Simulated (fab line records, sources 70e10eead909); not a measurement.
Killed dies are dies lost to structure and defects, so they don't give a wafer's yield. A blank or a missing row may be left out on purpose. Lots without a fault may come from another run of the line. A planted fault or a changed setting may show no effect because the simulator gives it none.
Tool commonality check | flow nand_harc | 13 lots, 39 wafers sampled

WHY IT WAS OPENED
At NHARC_A_ONON_D1_THK_MEAS_30 the reading thk_nm is flagged on 2 of 13 lots. Wafers without a fault read 997 nm, standard deviation 9.9.
Rule: a lot is flagged when every wafer of it that has a number lies more than 4 standard deviations from that mean, or none has a number. The other lots count as sound.

lot  | measured     | on            | thk_nm (nm), wafer by wafer | flag
L671 | day 8 03:58  | film_metro-01 | 995 995 995                 |
L675 | day 10 05:00 | film_metro-01 | 995 996 994                 |
L676 | day 10 12:52 | film_metro-01 | 993 991 993                 |
L680 | day 12 00:26 | film_metro-02 | 979 980 980                 |
L681 | day 12 17:30 | film_metro-02 | 680 681 683                 | FLAGGED
L683 | day 13 02:47 | film_metro-02 | 669 669 668                 | FLAGGED
L688 | day 15 08:28 | film_metro-02 | 1012 1013 1013              |
L689 | day 15 16:24 | film_metro-02 | 998 997 997                 |
L690 | day 16 07:34 | film_metro-01 | 994 993 993                 |
L691 | day 16 14:37 | film_metro-01 | 1008 1007 1006              |
L692 | day 17 03:45 | film_metro-01 | 994 991 992                 |
L693 | day 17 15:04 | film_metro-02 | 987 987 988                 |
L694 | day 17 20:08 | film_metro-02 | 1000 1004 1003              |
The numbers of the flagged lots are 675 nm on average: -322 nm against the usual, or -33 standard deviations.

WHICH TOOL RAN EACH LOT
The record holds 2 process steps before the reading, out of a route of 1302 steps. In each cell: the tool, then ch and the chambers that the sampled wafers went through, then the start.
lot  | flag    | NHARC_P_BONDPAD_ACTIVATE_29        | NHARC_A_ONON_D1_DEP_28
L671 |         | rie_diel-02 ch 1,2,3, day 6 16:13  | pecvd_onon-02 ch 0, day 8 03:28
L675 |         | rie_diel-02 ch 0,2, day 8 13:08    | pecvd_onon-01 ch 0, day 10 04:29
L676 |         | rie_diel-06 ch 2,3, day 8 18:57    | pecvd_onon-04 ch 0, day 10 12:21
L680 |         | rie_diel-11 ch 0,2, day 10 12:11   | pecvd_onon-04 ch 0, day 12 00:03
L681 | FLAGGED | rie_diel-02 ch 1,2, day 11 03:32   | pecvd_onon-04 ch 0, day 12 16:59
L683 | FLAGGED | rie_diel-06 ch 0,1, day 11 14:25   | pecvd_onon-04 ch 0, day 13 02:20
L688 |         | rie_diel-02 ch 0,1,2, day 13 17:23 | pecvd_onon-02 ch 0, day 15 07:58
L689 |         | rie_diel-11 ch 0,1,3, day 14 02:19 | pecvd_onon-01 ch 0, day 15 15:57
L690 |         | rie_diel-02 ch 0,3, day 14 19:08   | pecvd_onon-01 ch 0, day 16 07:04
L691 |         | rie_diel-06 ch 1,2, day 15 00:56   | pecvd_onon-01 ch 0, day 16 14:06
L692 |         | rie_diel-11 ch 1,2,3, day 15 11:57 | pecvd_onon-02 ch 0, day 17 03:17
L693 |         | rie_diel-06 ch 1,3, day 16 00:17   | pecvd_onon-04 ch 0, day 17 14:37
L694 |         | rie_diel-11 ch 1,2,3, day 16 07:33 | pecvd_onon-01 ch 0, day 17 19:40
What these steps do:
- NHARC_P_BONDPAD_ACTIVATE_29: chemistry N2, time 60 s.
- NHARC_A_ONON_D1_DEP_28: target thk 1000 nm.
- NHARC_A_ONON_D1_THK_MEAS_30: measures by ellipsometry.

FLAGGED OVER TOTAL, TOOL BY TOOL (the gauges that took the reading come last)
step                        | tool          | lots run | flagged | share of the flagged lots | sound lots run after its first flagged lot
NHARC_P_BONDPAD_ACTIVATE_29 | rie_diel-02   | 5        | 1       | some                      | 2 (L688,L690)
NHARC_P_BONDPAD_ACTIVATE_29 | rie_diel-06   | 4        | 1       | some                      | 2 (L691,L693)
NHARC_P_BONDPAD_ACTIVATE_29 | rie_diel-11   | 4        | 0       | none                      | -
NHARC_A_ONON_D1_DEP_28      | pecvd_onon-01 | 5        | 0       | none                      | -
NHARC_A_ONON_D1_DEP_28      | pecvd_onon-02 | 3        | 0       | none                      | -
NHARC_A_ONON_D1_DEP_28      | pecvd_onon-04 | 5        | 2       | all                       | 1 (L693)
NHARC_A_ONON_D1_THK_MEAS_30 | film_metro-01 | 6        | 0       | none                      | -
NHARC_A_ONON_D1_THK_MEAS_30 | film_metro-02 | 7        | 2       | all                       | 4 (L688,L689,L693,L694)

WHAT THE TABLE ALLOWS
2 rows of the table ran every flagged lot: pecvd_onon-04 at NHARC_A_ONON_D1_DEP_28, film_metro-02 at NHARC_A_ONON_D1_THK_MEAS_30.
- pecvd_onon-04 at NHARC_A_ONON_D1_DEP_28: 2 of its 5 lots flagged. Sound lots ran on it after the first flagged one (L693), which a lasting fault on the whole tool wouldn't allow.
- film_metro-02 at NHARC_A_ONON_D1_THK_MEAS_30: 2 of its 7 lots flagged. Sound lots ran on it after the first flagged one (L688, L689, L693, L694), which a lasting fault on the whole tool wouldn't allow.
No row of the table ran every flagged lot and no sound lot after the first.

WHAT THE SIMULATOR HAD PUT IN
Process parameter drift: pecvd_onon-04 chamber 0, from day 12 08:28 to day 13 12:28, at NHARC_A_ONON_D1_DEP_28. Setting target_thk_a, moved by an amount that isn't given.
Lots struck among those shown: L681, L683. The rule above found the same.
